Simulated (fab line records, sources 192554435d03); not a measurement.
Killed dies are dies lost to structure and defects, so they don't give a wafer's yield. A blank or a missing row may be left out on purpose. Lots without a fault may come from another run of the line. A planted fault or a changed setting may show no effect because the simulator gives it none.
Chamber matching | flow n5_finfet | N5_BEOL_M8_ILD_DEP_00 on pecvd-04: 3 sister chambers
The step deposits SiCOH lowk from DEMS/porogen, target thk 179.75 nm, time 33.4 s. 3 wafers are shown with their chamber, then 8 later ones without.

WAFERS WITH THEIR CHAMBER
wafer  | chamber | throttle_valve_pct (%)
L090.1 | 1       | 13.2
L090.6 | 0       | 13.6
L092.4 | 2       | 12.7

WAFERS WITHOUT THEIR CHAMBER
wafer  | throttle_valve_pct (%)
L092.5 | 13.1
L092.6 | 13.7
L093.1 | 13.0
L093.2 | 13.3
L093.4 | 13.8
L096.1 | 13.2
L096.2 | 13.6
L096.3 | 12.8

WHICH CHAMBER EACH WENT THROUGH
wafer  | from the rows above     | in truth
L092.5 | 1                       | 1
L092.6 | 0                       | 0
L093.1 | can't be placed: 1 or 2 | 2
L093.2 | can't be placed: 1 or 0 | 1
L093.4 | 0                       | 0
L096.1 | 1                       | 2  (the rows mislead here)
L096.2 | 0                       | 0
L096.3 | 2                       | 2
Placed correctly: 5 of 8. Can't be placed from these rows: 2 (the true chamber is among the candidates in 2). Placed wrongly: 1.
How it was worked out, from the rows above alone: a wafer's distance from a chamber is the root of the sum, over the readings, of the square of ((its reading less the chamber's mean) divided by the reading's scatter). The wafer belongs to the nearest chamber; if the next one is less than 2 further off, it can't be placed. A chamber's mean is the mean of its shown wafers. The scatter: with one shown wafer a chamber, the root of the mean of the squares of how far each hidden wafer lies from its nearest shown one.
